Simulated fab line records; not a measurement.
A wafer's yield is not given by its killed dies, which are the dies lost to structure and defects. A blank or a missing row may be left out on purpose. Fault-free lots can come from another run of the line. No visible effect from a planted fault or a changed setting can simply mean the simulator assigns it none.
fab line records | flow n5-finfet
record: lots: 10 wafers: 28 last-day: 18
route steps=1938 shown FIN_CUT@178 STI_FIN_REVEAL@190 PASSIVATION@1936
lots that met no fault: taken from a fault-free run of the same line
start-h: hours from the record's first day to the start of the lot's first wafer shown | wait-h: hours since the lot's step before | " same as the row above | L1.1+2: a row that stands for several wafers | - either no value or no given start | * or withheld: withheld | < > ~ a bound
route shown NAME@n: NAME is a module with steps in the file, n the number in the route of the first one | usual: mean and standard deviation over wafers with no fault | same: alike in all rows | chamber/n: place in a boat | sites: the reading at each site | _std_site: how widely they spread, as a standard deviation | _edge_site: mean of outer sites minus mean of inner sites | radius-mm: how far each site lies from the wafer's centre | mask NAME#n: copy n | behind: the last tool/chamber to shape the wafer | hold: what put the lot on hold/how long, in hours/how the hold closed | device: whichever transistor did not switch (one of n, p or np) | end of line: tests run on the same wafers once the route is complete | for a step that has no rows: nothing shown but its recipe | killed: dies lost to structure and defects at the first sort, not the wafer's yield | map: the dies of a wafer, with x for killed, . for not killed, _ for no die there
set.NAME: the run value of the setting; set.NAME@STEP: its run value at that earlier step | model.NAME: the simulator's own value behind a step, which no gauge read
steps of the route over a sample of lots; a table a step, a row a wafer
services: a tool's chamber out of use, with start hour (start-h, from the record's first day; less than 0 if before it), hours out, and reason
== steps ==
step: N5_FIN_CUT_STRIP_22
recipe: chemistry: N2/H2 power-w: 500 temp-c: 40 pressure-mtorr: 50 rf-frequency-hz: 6e+07 overash-fraction: 0.3 bias-power-w: 8 h2-frac: 0.5 n2-flow-sccm: 300 h2-flow-sccm: 300
usual: drypump-motor-current-A: 5.6/0.33 oes-product-au: 0.74/0.072 rf-vpp-V: 54.2/2.3 showerhead-plenum-p-Torr: 3.36/0.097 temp-c: 40.00/0.12 throttle-valve-pct: 18.9/0.32
columns lot.wafer tool chamber start-h wait-h drypump-motor-current-A oes-product-au rf-hours-counter-h rf-vpp-V showerhead-plenum-p-Torr temp-c throttle-valve-pct
L229.1 rie-diel-04 1 42.15 0.2 5.9 0.78 128 52.3 3.53 39.99 18.9
L229.2 " 3 " " 5.5 0.76 182 51.0 3.21 40.04 19.2
L229.5 " 2 " " 5.7 0.69 - 52.2 3.35 40.11 19.1
L232.1 rie-diel-05 3 57.94 0.0 6.3 0.68 224 50.5 3.20 39.88 19.4
L232.3 " 2 " " 5.9 0.75 122 53.5 3.36 39.98 18.4
L237.2 rie-diel-02 0 88.46 0.0 5.3 0.73 160 51.8 3.23 39.94 18.8
L237.5 " 0 " " 5.3 0.74 - 58.7 3.23 40.12 18.8
L237.6 " 3 " " 5.4 0.67 - 55.3 3.31 39.99 19.2
L238.2 rie-diel-02 1 96.82 0.0 5.8 0.70 208 55.7 3.48 39.87 18.8
L238.3 " 0 " " 5.3 0.73 162 54.9 3.23 39.82 18.8
L238.5 " 1 " " 5.8 0.70 - 55.5 3.48 40.03 18.8
L239.2 rie-diel-05 2 100.92 0.0 5.9 0.76 134 59.3 3.35 39.90 18.4
L239.3 " 1 " " 5.1 0.92 14 54.7 3.43 40.04 18.7
L239.6 " 3 " " 6.4 0.67 - 54.5 3.19 39.96 19.4
L245.2 rie-diel-05 1 137.36 0.0 5.1 0.89 24 52.9 3.42 39.82 18.7
L245.4 " 0 " " 5.3 0.75 158 57.7 3.34 39.70 18.6
L245.6 " 3 " " 6.3 0.63 - 55.8 3.19 40.06 19.4
L247.2 rie-diel-05 2 150.42 0.0 5.9 0.75 146 55.9 3.35 40.16 18.4
L247.4 " 1 " " 5.1 0.88 - 57.2 3.42 39.97 18.7
L248.4 rie-diel-05 1 157.91 0.1 5.1 0.87 - 53.6 3.42 40.21 18.7
L248.5 " 2 " " 5.9 0.73 - 56.5 3.35 40.02 18.4
L248.6 " 0 " " 5.3 0.73 - 56.6 3.33 40.17 18.6
L249.1 rie-diel-05 1 162.44 0.0 5.1 0.87 35 54.4 3.42 39.90 18.8
L249.3 " 0 " " 5.3 0.74 168 56.0 3.33 40.06 18.6
L249.5 " 1 " " 5.1 0.85 - 54.3 3.42 39.84 18.8
L250.2 rie-diel-02 2 166.45 0.2 5.7 0.67 236 55.6 3.46 40.27 19.4
L250.3 " 1 " " 5.8 0.68 - 54.6 3.47 40.04 18.8
L250.6 " 1 " " 5.8 0.69 - 51.9 3.47 40.05 18.8
step: N5_STI_FIN_REVEAL_ETCHBACK_08
recipe: chemistry: C4F6/O2 target: SiO2 target-depth-a: 305 time-s: 10.167 ion-energy-ev: 250 pressure-mtorr: 30 source-w: 345 bias-w: 185 Ar_flow_sccm: 300 C4F6_flow_sccm: 10 O2_flow_sccm: 10
usual: bias-w: 185.0/0.57 drypump-motor-current-A: 5.7/0.45 oes_ar_750_au: 0.78/0.09 oes-product-au: 0.78/0.1 rf-vpp-V: 664/13 showerhead-plenum-p-Torr: 2.82/0.051 throttle-valve-pct: 21.21/0.29
columns lot.wafer tool chamber start-h wait-h bias-w drypump-motor-current-A oes_ar_750_au oes-product-au rf-hours-counter-h rf-vpp-V showerhead-plenum-p-Torr throttle-valve-pct
L229.1 rie-diel-01 2 49.49 0.2 184.7 5.8 0.66 0.65 242 666 2.81 21.42
L229.2 " 0 " " 185.5 4.8 0.74 0.72 180 671 2.85 21.57
L229.5 " 1 " " 184.7 6.3 0.72 0.70 - 648 2.82 21.27
L232.1 rie-diel-01 0 65.28 0.2 184.9 4.9 0.73 0.72 187 671 2.85 21.62
L232.3 " 1 " " 185.4 6.3 0.71 0.70 214 647 2.81 21.30
L237.2 rie-diel-01 0 95.16 0.2 185.9 4.8 0.73 0.71 197 670 2.85 21.62
L237.5 " 3 " " 184.6 6.1 0.87 0.87 - 657 2.78 20.70
L237.6 " 0 " " 184.8 4.8 0.72 0.72 - 670 2.85 21.62
L238.2 rie-diel-01 3 103.14 0.2 184.6 6.1 0.87 0.87 47 658 2.78 20.74
L238.3 " 2 " " 184.6 5.8 0.94 0.97 2 666 2.80 21.17
L238.5 " 0 " " 184.9 4.9 0.72 0.71 - 671 2.84 21.63
L239.2 rie-diel-01 0 106.98 0.2 184.6 4.8 0.72 0.71 202 671 2.84 21.62
L239.3 " 2 " " 184.9 5.8 0.94 0.97 3 667 2.80 21.16
L239.6 " 3 " " 185.1 6.1 0.87 0.87 - 657 2.78 20.71
L245.2 rie-diel-03 2 143.21 0.2 184.3 5.8 0.70 0.69 245 673 2.72 21.57
L245.4 " 1 " " 184.6 5.9 0.95 0.96 8 669 2.89 20.57
L245.6 " 3 " " 185.3 5.8 0.81 0.80 - 640 2.88 21.35
L247.2 rie-diel-03 0 157.62 0.2 184.7 5.2 0.72 0.72 185 675 2.73 21.16
L247.4 " 0 " " 184.3 5.2 0.73 0.72 - 675 2.73 21.17
L248.4 rie-diel-03 0 163.73 0.1 184.8 5.2 0.72 0.71 - 674 2.73 21.16
L248.5 " 3 " " 185.0 5.8 0.79 0.78 - 639 2.88 21.36
L248.6 " 1 " " 186.1 5.9 0.93 0.94 - 668 2.88 20.57
L249.1 rie-diel-06 1 168.27 0.2 185.1 5.7 0.70 0.70 216 674 2.81 21.31
L249.3 " 2 " " 186.8 4.9 0.90 0.93 40 689 2.88 21.30
L249.5 " 1 " " 185.0 5.8 0.70 0.69 - 676 2.81 21.31
L250.2 rie-diel-03 1 172.51 0.3 184.7 5.9 0.92 0.93 20 669 2.88 20.57
L250.3 " 0 " " 184.5 5.2 0.72 0.72 192 676 2.73 21.19
L250.6 " 3 " " 185.2 5.8 0.78 0.79 - 640 2.88 21.34
step: N5_STI_FIN_REVEAL_STRIP_24
recipe: chemistry: N2/H2 time-s: 90 power-w: 100 temp-c: 40 pressure-mtorr: 100 rf-frequency-hz: 6e+07 bias-power-w: 3 n2-flow-sccm: 300 h2-flow-sccm: 300
usual: drypump-motor-current-A: 5.7/0.45 oes-product-au: 0.78/0.1 rf-vpp-V: 45.2/0.81 showerhead-plenum-p-Torr: 3.33/0.068 temp-c: 39.99/0.11 throttle-valve-pct: 12.2/0.31
columns lot.wafer tool chamber start-h wait-h drypump-motor-current-A oes-product-au rf-hours-counter-h rf-vpp-V showerhead-plenum-p-Torr temp-c throttle-valve-pct
L229.1 rie-diel-01 2 49.53 0.0 5.8 0.67 242 45.1 3.31 40.20 12.5
L229.2 " 0 " " 4.9 0.71 180 44.8 3.36 40.15 12.5
L229.5 " 1 " " 6.4 0.71 - 45.2 3.31 40.20 12.3
L232.1 rie-diel-01 0 65.32 0.0 4.9 0.71 187 43.9 3.35 39.91 12.5
L232.3 " 1 " " 6.3 0.69 214 44.3 3.31 39.98 12.3
L237.2 rie-diel-01 0 95.20 0.0 4.8 0.70 197 46.1 3.35 39.86 12.5
L237.5 " 3 " " 6.1 0.88 - 43.9 3.30 39.93 11.7
L237.6 " 0 " " 4.9 0.71 - 45.2 3.35 39.89 12.6
L238.2 rie-diel-01 3 103.18 0.0 6.1 0.87 47 44.8 3.29 40.12 11.7
L238.3 " 2 " " 5.8 0.99 2 46.3 3.30 40.14 11.9
L238.5 " 0 " " 4.9 0.70 - 46.1 3.35 40.03 12.6
L239.2 rie-diel-01 0 107.01 0.0 4.9 0.70 202 45.6 3.35 39.88 12.6
L239.3 " 2 " " 5.8 0.98 3 46.0 3.30 39.99 11.9
L239.6 " 3 " " 6.1 0.87 - 46.2 3.29 40.06 11.7
L245.2 rie-diel-03 2 143.24 0.0 5.8 0.71 245 45.7 3.20 39.98 12.5
L245.4 " 1 " " 5.9 0.96 8 44.6 3.45 40.05 11.6
L245.6 " 3 " " 5.8 0.81 - 46.9 3.42 39.98 12.4
L247.2 rie-diel-03 0 157.66 0.0 5.2 0.73 185 46.0 3.25 40.10 12.3
L247.4 " 0 " " 5.2 0.72 - 45.1 3.25 39.96 12.3
L248.4 rie-diel-03 0 163.80 0.0 5.2 0.71 - 45.7 3.25 40.04 12.3
L248.5 " 3 " " 5.8 0.80 - 45.2 3.42 39.79 12.4
L248.6 " 1 " " 5.9 0.93 - 45.2 3.45 40.05 11.6
L249.1 rie-diel-06 1 168.30 0.0 5.8 0.70 216 46.3 3.32 40.04 12.4
L249.3 " 2 " " 4.9 0.92 40 46.4 3.44 39.97 12.3
L249.5 " 1 " " 5.8 0.68 - 45.2 3.32 40.00 12.4
L250.2 rie-diel-03 1 172.54 0.0 5.9 0.92 20 45.6 3.44 39.99 11.7
L250.3 " 0 " " 5.2 0.72 192 45.3 3.24 39.77 12.4
L250.6 " 3 " " 5.8 0.80 - 46.0 3.41 39.80 12.4
step: N5_STI_FIN_REVEAL_OXIDATION_33
recipe: chemistry: O2_PLASMA_REMOTE temp-c: 150 time-s: 20 pressure-mtorr: 1000 source-power-w: 2000 o2-flow-sccm: 3000
usual: chamber-pressure-mTorr: 1000.1/0.9 drypump-motor-current-A: 5.6/0.52 heater-power-w: 145/4.8 o2-flow-sccm: 3002/10 temp-c: 150.01/0.15
columns lot.wafer tool chamber start-h wait-h chamber-pressure-mTorr drypump-motor-current-A heater-power-w o2-flow-sccm rf-hours-counter-h temp-c
L229.1 plasma-asher-01 1 52.25 0.0 999.4 4.7 138 3005 83 150.25
L229.2 " 0 " " 1000.5 5.7 149 2983 83 149.82
L229.5 " 0 " " 1001.9 5.7 148 3004 - 149.65
L232.1 plasma-asher-01 0 68.04 0.0 998.1 5.7 148 3008 86 149.91
L232.3 " 1 " " 999.5 4.7 140 3002 - 150.09
L237.2 plasma-asher-01 0 97.91 0.0 - - - - - -
L237.5 " 0 " " - - - - - -
L237.6 " 1 " " - - - - - -
L238.2 plasma-asher-01 0 105.90 0.0 - - - - - -
L238.3 " 1 " " - - - - - -
L238.5 " 0 " " - - - - - -
L239.2 plasma-asher-01 1 109.73 0.0 - - - - - -
L239.3 " 1 " " - - - - - -
L239.6 " 1 " " - - - - - -
L245.2 plasma-asher-02 0 145.99 0.0 998.0 6.2 145 3006 51 149.94
L245.4 " 1 " " 1000.4 5.8 151 3004 - 150.30
L245.6 " 1 " " 999.1 5.8 152 2994 - 150.22
L247.2 plasma-asher-01 1 160.37 0.0 1000.0 4.8 145 3027 105 149.98
L247.4 " 0 " " 999.8 5.7 149 2991 - 150.02
L248.4 plasma-asher-02 0 166.64 0.0 999.6 6.2 143 3000 - 149.64
L248.5 " 0 " " 998.4 6.2 140 2990 - 149.75
L248.6 " 1 " " 1000.8 5.8 150 2986 - 150.05
L249.1 plasma-asher-01 1 171.04 0.0 999.4 4.8 135 3030 107 150.19
L249.3 " 0 " " 999.7 5.8 149 3010 - 149.79
L249.5 " 1 " " 1002.1 4.7 142 3020 - 150.15
L250.2 plasma-asher-01 0 175.62 0.1 1001.5 5.7 154 3003 108 149.90
L250.3 " 0 " " 999.6 5.7 151 3007 - 149.96
L250.6 " 0 " " 999.7 5.7 151 3011 - 149.87
step: N5_STI_FIN_REVEAL_CD_MEAS_22
recipe: target-cd-nm: 6.238 pitch-nm: 28 polarity: line
usual: cd-nm: 6.15/0.28
columns lot.wafer tool chamber start-h wait-h cd-nm
L229.1 cd-sem-02 - 52.41 0.0 6.11
L229.2 " - " " 5.87
L229.5 " - " " 5.41
L232.1 cd-sem-03 - 68.21 0.0 6.00
L232.3 " - " " 6.08
L237.2 cd-sem-03 - 98.08 0.0 7.58
L237.5 " - " " 6.99
L237.6 " - " " 7.33
L238.2 cd-sem-03 - 106.07 0.0 6.69
L238.3 " - " " 7.37
L238.5 " - " " 7.03
L239.2 cd-sem-01 - 109.90 0.0 7.36
L239.3 " - " " 7.18
L239.6 " - " " 7.45
L245.2 cd-sem-02 - 146.16 0.0 5.69
L245.4 " - " " 6.26
L245.6 " - " " 6.20
L247.2 cd-sem-02 - 160.54 0.0 5.99
L247.4 " - " " 6.70
L248.4 cd-sem-03 - 166.79 0.0 5.93
L248.5 " - " " 6.25
L248.6 " - " " 5.98
L249.1 cd-sem-03 - 171.20 0.0 6.24
L249.3 " - " " 6.50
L249.5 " - " " 6.65
L250.2 cd-sem-03 - 175.78 0.0 6.19
L250.3 " - " " 6.15
L250.6 " - " " 5.93
step: N5_PASSIVATION_PROBE_49
usual: killed_at_M0_to_M3: 35/11 killed_at_M4_up: 14/5.4 killed-at-contacts: 13/6 killed-at-front-end: 38/11 killed-at-other: 3.4/2.6 killed-dies: 104/19 killed-open: 68/13 killed-short: 34/8.5
same: gross-dies: 1180 killed-at-back-side: 0
columns lot.wafer tool chamber start-h wait-h killed_at_M0_to_M3 killed_at_M4_up killed-at-contacts killed-at-front-end killed-at-other killed-dies killed-open killed-short
L239.3 prober-01 - 370.09 0.1 38 9 10 59 5 121 78 42
L239.6 prober-01 - 370.24 0.3 32 17 4 31 9 93 56 37
killed by level:class
L239.3 FIN_SAQP:geometric-particle:open=22 FIN_SAQP:geometric-particle:short=15 BEOL_M2:geometric-particle:open=14 BEOL_M1:geometric-particle:open=7 GATE_CUT:geometric-particle:open=6 MOL_CONTACT_COAG:geometric-particle:short=6 BEOL_M0_SAQP:geometric-particle:short=6 GATE_CUT:geometric-particle:short=5
L239.6 BEOL_M1:geometric-particle:open=9 BEOL_M4:geometric-particle:open=9 FIN_SAQP:geometric-particle:open=7 BEOL_M2:geometric-particle:open=7 STI_FIN_REVEAL:geometric-particle:open=6 BEOL_M0_SAQP:geometric-particle:short=5 BEOL_M2:geometric-particle:short=5 FIN_SAQP:geometric-particle:short=4
== services ==
columns tool chamber start-h hours kind
rie-diel-03 2 20.41 8.1 repair
rie-diel-01 - 36.51 0.7 repair
rie-diel-01 2 75.48 - clean
rie-diel-01 2 75.48 - consumable-replace:focus-ring
rie-diel-01 2 75.48 20.9 scheduled-down
rie-diel-01 2 75.48 20.9 vent-cycle
rie-diel-06 0 76.12 3.5 repair
rie-diel-03 1 104.01 - clean
rie-diel-03 1 104.01 - consumable-replace:focus-ring
rie-diel-03 1 104.01 17.7 scheduled-down
rie-diel-03 1 104.01 17.7 vent-cycle
rie-diel-05 2 115.35 6.4 repair
rie-diel-06 2 127.22 13.3 repair
rie-diel-04 3 129.24 4.7 repair
rie-diel-01 3 129.40 7.0 repair
rie-diel-05 3 129.79 4.6 repair
rie-diel-06 1 153.08 4.2 repair
rie-diel-03 2 157.10 - clean
rie-diel-03 2 157.10 - consumable-replace:esc
rie-diel-02 3 158.29 9.1 repair
rie-diel-01 1 162.13 - clean
rie-diel-01 1 162.13 - consumable-replace:focus-ring
rie-diel-01 1 162.13 17.2 scheduled-down
rie-diel-01 1 162.13 17.2 vent-cycle
== key ==
first-sign: step: N5_STI_FIN_REVEAL_OXIDATION_33 reading: tool-record direction: missing
effect: step: N5_STI_FIN_REVEAL_CD_MEAS_22 reading: cd-nm direction: up sigmas: 3.8 usual: 6.15 struck: 7.22
met-at N5_STI_FIN_REVEAL_OXIDATION_33
struck-lots L237,L238,L239
tester-left-out L237,L238,L239
not-acting-at N5_FIN_CUT_STRIP_22,N5_STI_FIN_REVEAL_ETCHBACK_08,N5_STI_FIN_REVEAL_STRIP_24
onset-between 68.04 97.91
fault: kind: skipped-step-whole tool: plasma-asher-01 chamber: - onset-h: 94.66 steps: N5_STI_FIN_REVEAL_OXIDATION_33 scope: struck-lots-only
tester-left-out: of these lots the tester's yield and bins aren't shown, on N5 and GAA mostly nor the transistor test; their killed dies are dies lost to structure and defects alone, not to doping, threshold or leakage, so they don't give the yield
